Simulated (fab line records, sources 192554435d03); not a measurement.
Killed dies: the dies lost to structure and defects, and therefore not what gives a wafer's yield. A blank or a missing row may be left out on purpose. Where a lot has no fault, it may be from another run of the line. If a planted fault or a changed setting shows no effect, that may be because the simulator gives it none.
Matching of chambers :: flow n5 finfet :: cvd co-02 running N5_BEOL_M0_CO_CAP_123: 3 sister chambers
The step material Co, precursor CCTBA/H2, target thk 2 nm, time 102.1 s. 6 wafers are shown with their chamber, then 7 later ones without.

## WAFERS, EACH WITH ITS CHAMBER
wafer: L088.2
chamber: 1
heater power w (W): 244
susceptor temp C (C): 200.19

wafer: L089.1
chamber: 1
heater power w (W): 244
susceptor temp C (C): 199.89

wafer: L089.2
chamber: 0
heater power w (W): 296
susceptor temp C (C): 200.11

wafer: L089.6
chamber: 2
heater power w (W): 237
susceptor temp C (C): 200.02

wafer: L090.2
chamber: 0
heater power w (W): 292
susceptor temp C (C): 200.01

wafer: L090.4
chamber: 2
heater power w (W): 242
susceptor temp C (C): 200.29

## WAFERS MISSING THEIR CHAMBER
wafer: L090.6
heater power w (W): 298
susceptor temp C (C): 199.97

wafer: L091.2
heater power w (W): 246
susceptor temp C (C): 199.80

wafer: L091.4
heater power w (W): 240
susceptor temp C (C): 199.95

wafer: L091.6
heater power w (W): 289
susceptor temp C (C): 199.96

wafer: L093.1
heater power w (W): 245
susceptor temp C (C): 199.95

wafer: L093.2
heater power w (W): 289
susceptor temp C (C): 200.26

wafer: L093.5
heater power w (W): 247
susceptor temp C (C): 199.85

## EACH ONE'S CHAMBER
wafer: L090.6
from the rows above: 0
in truth: 0

wafer: L091.2
from the rows above: can't be placed: 1 or 2
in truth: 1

wafer: L091.4
from the rows above: can't be placed: 2 or 1
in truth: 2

wafer: L091.6
from the rows above: 0
in truth: 0

wafer: L093.1
from the rows above: can't be placed: 1 or 2
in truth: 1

wafer: L093.2
from the rows above: 0
in truth: 0

wafer: L093.5
from the rows above: can't be placed: 1 or 2
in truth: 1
Correct placement for 3 of the 7. Cannot be placed on the basis of these rows: 4; the candidates contain the true chamber in 4. Wrongly placed: 0.
How it was worked out, from the rows above alone: a wafer's distance from a chamber is the root of the sum, over the readings, of the square of ((its reading less the chamber's mean) divided by the reading's scatter). If the next closest chamber is less than 2 further off than the closest, the wafer can't be placed; otherwise it belongs to the closest. For every chamber, the mean is computed from those of its wafers that are shown. The scatter is the square root of a quotient: the sum, over the shown wafers, of each reading's squared deviation from its chamber's mean, divided by wafers minus chambers.
